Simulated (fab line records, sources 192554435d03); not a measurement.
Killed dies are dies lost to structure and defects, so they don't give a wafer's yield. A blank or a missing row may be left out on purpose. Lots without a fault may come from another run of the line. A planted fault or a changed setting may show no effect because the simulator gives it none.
fab line records | flow n5_finfet
record lots=6 wafers=18 last_day=17
route steps=1938 shown BEOL_M6@1214
lots that met no fault: from a run of the same line without faults
start_h: hours from the record's first day to the start of the lot's first wafer shown | wait_h: hours since the lot's step before | " the same as in the row above | L1.1+2: a row that stands for several wafers | - no value, or no start given | * or withheld: withheld | < > ~ a bound
route shown NAME@n: a module of which the file shows steps, and the number in the route of the first | usual: mean/standard deviation of fault-free wafers | same: alike in all rows | chamber/n: place in a boat | sites: the reading at each site | _std_site: their standard deviation | _edge_site: outer sites' mean less inner sites' | radius_mm: how far each site lies from the wafer's centre | mask NAME#n: copy n | behind: the tool/chamber that last shaped the wafer | hold: why the lot was held/for how many hours/how that ended | device: the transistor (n, p or np) that didn't switch | end of line: the same wafers' tests at the end of the route | a step without rows: its recipe alone | killed: dies lost to structure and defects at the first sort, not the wafer's yield | map: a wafer's dies, x killed, . not, _ none there
set.NAME: the setting as run; set.NAME@STEP: as run at that earlier step | model.NAME: the simulator's own value behind a step, which no gauge read
lots at some steps of the route; a table a step, a row a wafer
services: from which hour (start_h, from the record's first day; less than 0 if before it) a tool's chamber was out of use, for how many hours, and why
## steps
# step N5_BEOL_M6_STRIP_67
# recipe chemistry=CF4 resist=SiARC power_w=300 bias_power_w=75 pressure_mtorr=50 cf4_flow_sccm=150 rf_frequency_hz=6e+07
# usual chamber_pressure_mTorr=50.01/0.055 drypump_motor_current_A=5.9/0.38 oes_product_au=0.83/0.072 power_w=300.0/0.85 rf_vpp_V=271.5/1.2 showerhead_plenum_p_Torr=1.81/0.05 throttle_valve_pct=13.52/0.28
# columns lot.wafer tool chamber start_h wait_h chamber_pressure_mTorr drypump_motor_current_A oes_product_au power_w rf_hours_counter_h rf_vpp_V showerhead_plenum_p_Torr throttle_valve_pct
L394.1 rie_diel-02 0 182.96 0.0 50.04 6.0 0.84 299.9 62 271.1 1.80 13.29
L394.4 " 3 " " 50.08 5.5 0.89 300.1 21 272.1 1.83 13.08
L394.6 " 2 " " 50.11 6.2 0.87 299.0 - 271.6 1.81 13.08
L402.1 rie_diel-06 1 230.55 0.0 50.08 6.5 0.88 299.8 34 271.1 1.82 13.63
L402.2 " 2 " " 49.92 5.7 0.85 300.8 60 271.7 1.75 13.42
L402.5 " 1 " " 50.06 6.5 0.88 299.2 - 271.7 1.83 13.65
L401.1 rie_diel-01 0 230.78 0.0 50.03 6.0 0.83 300.3 68 272.3 1.90 13.48
L401.5 " 3 " " 49.98 5.3 0.85 300.0 - 273.6 1.91 13.68
L401.6 " 0 " " 49.93 6.0 0.82 299.7 - 271.8 1.90 13.50
L410.2 rie_diel-06 2 287.99 0.0 50.00 5.7 0.83 299.5 79 270.3 1.74 13.45
L410.3 " 1 " " 50.01 6.5 0.85 300.1 53 272.4 1.82 13.67
L410.6 " 1 " " 50.02 6.5 0.85 300.2 - 272.9 1.82 13.67
L413.1 rie_diel-06 0 304.87 0.0 49.96 6.2 0.83 299.1 70 269.0 1.75 13.66
L413.3 " 2 " " 50.05 5.7 0.82 300.3 86 269.0 1.74 13.48
L413.4 " 1 " " 50.02 6.5 0.85 300.7 - 270.8 1.82 13.69
L415.1 rie_diel-01 1 322.97 0.0 49.94 6.1 0.86 300.2 50 269.8 1.74 13.33
L415.2 " 3 " " 49.90 5.3 0.81 300.6 80 273.7 1.90 13.74
L415.4 " 3 " " 50.03 5.3 0.80 300.9 - 273.7 1.90 13.75
# step N5_BEOL_M6_HM_OPEN_17
# recipe chemistry=Cl2/BCl3 target_depth_a=200 overetch_a=60 target=TiN mask_material=SOC ion_energy_ev=150 pressure_mtorr=10 icp_w=1000 bias_w=126 Cl2_flow_sccm=53.25 bcl3_flow_sccm=21.75 Ar_flow_sccm=25
# usual chamber_pressure_mTorr=10.001/0.0086 drypump_motor_current_A=5.78/0.22 oes_product_au=0.66/0.048 throttle_valve_pct=22.10/0.25
# columns lot.wafer tool chamber start_h wait_h chamber_pressure_mTorr drypump_motor_current_A oes_product_au rf_hours_counter_h throttle_valve_pct
L394.1 rie_metal-03 1 183.01 0.0 10.005 6.07 0.79 3 22.43
L394.4 " 0 " " 10.014 6.02 0.63 - 21.87
L394.6 " 1 " " 10.021 6.05 0.79 - 22.44
L402.1 rie_metal-03 0 230.59 0.0 10.003 6.03 0.61 62 21.90
L402.2 " 1 " " 10.007 6.08 0.76 6 22.45
L402.5 " 1 " " 9.988 6.08 0.76 - 22.45
L401.1 rie_metal-01 1 230.82 0.0 9.989 5.79 0.65 44 22.49
L401.5 " 0 " " 10.002 5.79 0.65 - 21.81
L401.6 " 1 " " 10.000 5.82 0.66 - 22.51
L410.2 rie_metal-01 0 288.03 0.0 9.996 5.83 0.63 51 21.82
L410.3 " 1 " " 9.992 5.79 0.63 - 22.54
L410.6 " 1 " " 10.002 5.80 0.64 - 22.52
L413.1 rie_metal-03 1 304.91 0.0 10.018 6.06 0.73 13 22.45
L413.3 " 1 " " 9.994 6.07 0.73 - 22.48
L413.4 " 0 " " 10.006 6.03 0.61 - 21.90
L415.1 rie_metal-02 1 323.01 0.0 10.006 5.46 0.63 52 22.02
L415.2 " 0 " " 9.999 5.64 0.64 42 22.03
L415.4 " 0 " " 10.016 5.64 0.64 - 22.04
# step N5_BEOL_M6_STRIP_19
# recipe chemistry=O2 power_w=400 temp_c=40 pressure_mtorr=30 rf_frequency_hz=6e+07 bias_power_w=0 overash_fraction=0.2 o2_flow_sccm=225
# usual chamber_pressure_mTorr=30.00/0.035 drypump_motor_current_A=5.9/0.37 oes_product_au=0.83/0.079 rf_vpp_V=3.6/0.61 showerhead_plenum_p_Torr=2.12/0.061 throttle_valve_pct=16.68/0.26
# columns lot.wafer tool chamber start_h wait_h chamber_pressure_mTorr drypump_motor_current_A oes_product_au rf_hours_counter_h rf_vpp_V showerhead_plenum_p_Torr throttle_valve_pct
L394.1 rie_diel-01 2 183.15 0.1 30.03 5.9 0.70 231 4.2 2.17 16.93
L394.4 " 2 " " 29.94 5.9 0.70 - 3.3 2.17 16.92
L394.6 " 3 " " 29.97 5.3 0.90 - 2.8 2.24 16.83
L402.1 rie_diel-02 2 230.76 0.1 30.00 6.2 0.85 62 4.4 2.13 16.33
L402.2 " 0 " " 30.00 6.0 0.83 77 4.6 2.12 16.48
L402.5 " 0 " " 30.01 6.0 0.83 - 2.8 2.12 16.48
L401.1 rie_diel-02 2 230.93 0.1 29.95 6.2 0.87 62 3.9 2.13 16.35
L401.5 " 0 " " 30.05 6.0 0.83 - 3.9 2.12 16.50
L401.6 " 1 " " 29.97 5.5 0.70 - 4.5 2.16 17.10
L410.2 rie_diel-06 1 288.14 0.1 30.02 6.5 0.86 53 2.6 2.15 16.92
L410.3 " 0 " " 30.07 6.2 0.83 64 2.8 2.04 16.82
L410.6 " 2 " " 30.00 5.7 0.82 - 3.9 2.03 16.53
L413.1 rie_diel-06 1 305.02 0.1 30.05 6.5 0.86 60 3.5 2.14 16.92
L413.3 " 0 " " 30.00 6.2 0.83 70 5.4 2.04 16.84
L413.4 " 0 " " 30.00 6.2 0.83 - 4.5 2.04 16.82
L415.1 rie_diel-06 1 323.12 0.1 29.91 6.5 0.85 67 4.1 2.14 16.94
L415.2 " 2 " " 29.99 5.7 0.81 93 3.8 2.02 16.57
L415.4 " 0 " " 30.07 6.2 0.83 77 5.5 2.04 16.85
# step N5_BEOL_M6_CD_MEAS_18
# recipe pitch_nm=80 target_cd_nm=40
# usual cd_nm=40.0/0.55
# columns lot.wafer tool chamber start_h wait_h cd_nm
L394.1 cd_sem-03 - 183.22 0.0 39.7
L394.4 " - " " 40.0
L394.6 " - " " 39.7
L402.1 cd_sem-03 - 230.83 0.0 39.5
L402.2 " - " " 39.9
L402.5 " - " " 39.9
L401.1 cd_sem-03 - 231.00 0.0 40.0
L401.5 " - " " 40.1
L401.6 " - " " 39.6
L410.2 cd_sem-02 - 288.21 0.1 40.0
L410.3 " - " " 40.2
L410.6 " - " " 40.4
L413.1 cd_sem-03 - 305.09 0.0 39.8
L413.3 " - " " 39.4
L413.4 " - " " 40.5
L415.1 cd_sem-02 - 323.19 0.0 40.1
L415.2 " - " " 40.0
L415.4 " - " " 40.9
# step N5_BEOL_M6_COAT_63
# recipe resist=SOC temp_c=250 time_s=60 spin_rpm=1500 resist_thk_nm=60
# step N5_BEOL_M6_COAT_64
# recipe resist=SiARC temp_c=220 time_s=60 spin_rpm=1500 resist_thk_nm=12
# step N5_BEOL_M6_COAT_71
# recipe resist=underlayer temp_c=205 time_s=60 spin_rpm=1500 resist_thk_nm=5
# step N5_BEOL_M6_COAT_22
# recipe resist=CAR-EUV spin_rpm=1500 resist_thk_nm=30
# step N5_BEOL_M6_EBR_24
# recipe solvent=PGMEA ebr_width_mm=1.5
# step N5_BEOL_M6_SOFTBAKE_23
# recipe temp_c=110 time_s=60 resist=CAR-EUV
# step N5_BEOL_M6_EXPOSE_25
# recipe mask_id=V5 na=0.33 source_shape=annular sigma_inner=0.4 sigma_outer=0.8 polarization=unpolarized target_cd_nm=40 dose_mj=45
# step N5_BEOL_M6_PEB_26
# recipe peb_temp_c=100 peb_time_s=60 resist=CAR-EUV
# step N5_BEOL_M6_DEVELOP_27
# recipe develop_time_s=30 developer=TMAH resist=CAR-EUV rinse_liquid=surfactant_rinse dry=air_spin dev_temp_c=23
# usual chill_plate_temp_C=23.02/0.099 develop_time_s=30/0
# columns lot.wafer tool chamber start_h wait_h chill_plate_temp_C develop_time_s model.CAR-EUV_of_BEOL_M6_COAT_22.thk_nm
L394.1 litho_track-02 0 185.08 - 23.18 30 29.8
L394.4 " 0 " " 23.11 30 29.6
L394.6 " 0 " " 23.14 30 29.8
L401.1 litho_track-02 - 232.30 - - - 30
L401.5 " - " " - - 30
L401.6 " - " " - - 30
L402.1 litho_track-02 - 232.47 - - - 30
L402.2 " - " " - - 30.2
L402.5 " - " " - - 30.2
L410.2 litho_track-03 0 288.46 - 22.93 30 29.8
L410.3 " 0 " " 22.98 30 29.6
L410.6 " 0 " " 23.02 30 29.6
L413.1 litho_track-02 0 305.96 - 22.82 30 29.4
L413.3 " 0 " " 22.85 30 29.4
L413.4 " 0 " " 22.77 30 29.4
L415.1 litho_track-05 0 324.03 - 23.16 30 29.6
L415.2 " 0 " " 23.02 30 29.4
L415.4 " 0 " " 23.11 30 29.6
# step N5_BEOL_M6_CD_MEAS_28
# recipe target_cd_nm=40 landing_energy_ev=500 detector=se_inlens
# usual cd_nm=39.90/0.26
# columns lot.wafer tool chamber start_h wait_h cd_nm
L394.1 cd_sem-03 0 185.14 - 39.18
L394.4 " 0 " " 39.53
L394.6 " 0 " " 39.42
L401.1 cd_sem-02 0 232.36 - -
L401.5 " 0 " " -
L401.6 " 0 " " -
L402.1 cd_sem-03 0 232.53 - -
L402.2 " 0 " " -
L402.5 " 0 " " -
L410.2 cd_sem-03 0 288.52 - 40.42
L410.3 " 0 " " 39.97
L410.6 " 0 " " 39.96
L413.1 cd_sem-03 0 306.02 - 39.71
L413.3 " 0 " " 40.05
L413.4 " 0 " " 39.38
L415.1 cd_sem-02 0 324.08 - 40.03
L415.2 " 0 " " 40.26
L415.4 " 0 " " 39.85
## services
# columns tool chamber start_h hours kind
rie_diel-02 2 171.75 5.4 repair
rie_diel-01 1 172.90 - clean
rie_diel-01 1 172.90 - consumable_replace:focus_ring
rie_diel-01 1 172.90 20.6 scheduled_down
rie_diel-01 1 172.90 20.6 vent_cycle
rie_metal-03 - 185.18 1.4 pm
rie_diel-01 - 189.34 0.3 repair
rie_metal-03 - 211.04 2.8 pm
rie_diel-01 2 218.92 9.9 repair
rie_diel-02 0 219.88 3.8 repair
rie_diel-01 2 254.45 7.3 repair
rie_diel-01 2 261.77 - clean
rie_diel-01 2 261.77 - consumable_replace:focus_ring
rie_diel-01 2 261.77 11.2 scheduled_down
rie_diel-01 2 261.77 11.2 vent_cycle
rie_metal-02 0 279.63 9.4 repair
rie_diel-02 1 302.20 - clean
rie_diel-02 1 302.20 - consumable_replace:focus_ring
rie_diel-02 1 302.20 17.0 scheduled_down
rie_diel-06 3 303.32 - clean
rie_diel-06 3 303.32 - consumable_replace:focus_ring
rie_diel-06 3 303.32 15.4 scheduled_down
rie_diel-06 3 303.32 15.4 vent_cycle
rie_diel-01 2 315.73 7.1 repair
## key
first_sign step=N5_BEOL_M6_DEVELOP_27 reading=tool_record direction=missing
effect none on later readings
model_effect step=N5_BEOL_M6_DEVELOP_27 value=CAR-EUV_of_BEOL_M6_COAT_22.thk_nm without=29.63 struck=30.07
met_at N5_BEOL_M6_DEVELOP_27
struck_wafers L401.1,L401.5,L401.6,L402.1,L402.2,L402.5
later_rows_left_out L401.1,L401.5,L401.6,L402.1,L402.2,L402.5
sort_left_out L401.1,L401.5,L401.6,L402.1,L402.2,L402.5
onset_between 185.08 232.30
fault kind=skipped_step_whole tool=litho_track-02 chamber=- onset_h=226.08 steps=N5_BEOL_M6_DEVELOP_27 scope=struck_lots_only
# sort_left_out: the simulated sort isn't trusted on such a fault, so these wafers' sort isn't shown, and their yield isn't known
# later_rows_left_out: the simulator's readings of these wafers behind a module that went badly wrong aren't trusted and aren't shown, but for the sort
